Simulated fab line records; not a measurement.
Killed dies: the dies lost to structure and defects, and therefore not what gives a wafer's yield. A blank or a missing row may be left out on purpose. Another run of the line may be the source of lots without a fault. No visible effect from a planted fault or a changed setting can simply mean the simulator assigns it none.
Which tool was responsible?    flow nandHarc    18 wafers from 6 lots sampled at 5 of the route's 1159 steps

WHAT EACH GAUGE READ, for each wafer
NHARC_END_SORT_01.
lot   measured      on         killedAtArray
L483  day 22 23:22  prober-01  264 272 281

EACH LOT AND THE TOOL THAT RAN IT (in order: tool; ch and the chambers of the sampled wafers; start)
lot   NHARC_A_STAIRCASE_CMP_152      NHARC_A_STAIRCASE_ETCHBACK_422     NHARC_A_SGD_CUT_ETCH_58            NHARC_A_SGD_CUT_ETCH_16
L469  cmp-03 ch 1,2,3, day 14 00:58  rieDiel-06 ch 0,2,3, day 14 01:25  rieDiel-05 ch 0,2, day 14 04:04    rieDiel-05 ch 0,2, day 14 04:38
L470  cmp-01 ch 0,2, day 14 13:01    rieDiel-07 ch 0,2,3, day 14 13:29  rieDiel-05 ch 0,2,3, day 14 15:49  rieDiel-05 ch 1,3, day 14 16:18
L477  cmp-01 ch 0,2,3, day 15 11:46  rieDiel-09 ch 1,2,3, day 15 12:16  rieDiel-02 ch 2,3, day 15 14:47    rieDiel-02 ch 1,2,3, day 15 15:17
L478  cmp-02 ch 1,2,3, day 16 06:31  rieDiel-09 ch 1,2, day 16 07:04    rieDiel-02 ch 2,3, day 16 09:25    rieDiel-02 ch 0,2,3, day 16 09:54
L483  cmp-03 ch 0,1,2, day 17 15:01  rieDiel-06 ch 0,1,2, day 17 15:29  rieDiel-05 ch 0,1,3, day 17 17:49  rieDiel-05 ch 0,1, day 17 18:17
L489  cmp-01 ch 2,3, day 19 00:35    rieDiel-07 ch 0,2,3, day 19 01:06  rieDiel-12 ch 0,1,2, day 19 03:46  rieDiel-12 ch 1,2,3, day 19 04:16
- NHARC_A_STAIRCASE_CMP_152: polishes.
- NHARC_A_STAIRCASE_ETCHBACK_422: etches the open film in CH3F/O2, target depth 40 nm, time 74.286 s.
- NHARC_A_SGD_CUT_ETCH_58: etches the open film in CF4, target depth 39 nm, time 65 s.
- NHARC_A_SGD_CUT_ETCH_16: etches the open film in C4F8/O2/Ar, target depth 310.5 nm, time 155.2 s.

THE ANSWER, worked out from the rows above alone
Rule: usual is defined by the lots themselves. Put in order of their means at a reading, lots are off if they are a third of the lots or fewer, leave a main group of 4 or more, and stand apart from it by a gap of 3 or more times the standard deviation of the main group's means; of several such gaps the widest counts. A main group whose means are all the same, to the digits that the tables above print for the reading, isn't used. A lot without any number at a reading at which 4 lots or more have one is off too. The other lots that the step has rows for count as sound.
No lot is off on any of the readings shown, so nothing can be concluded from this.

WHAT THE SIMULATOR HAD PUT IN
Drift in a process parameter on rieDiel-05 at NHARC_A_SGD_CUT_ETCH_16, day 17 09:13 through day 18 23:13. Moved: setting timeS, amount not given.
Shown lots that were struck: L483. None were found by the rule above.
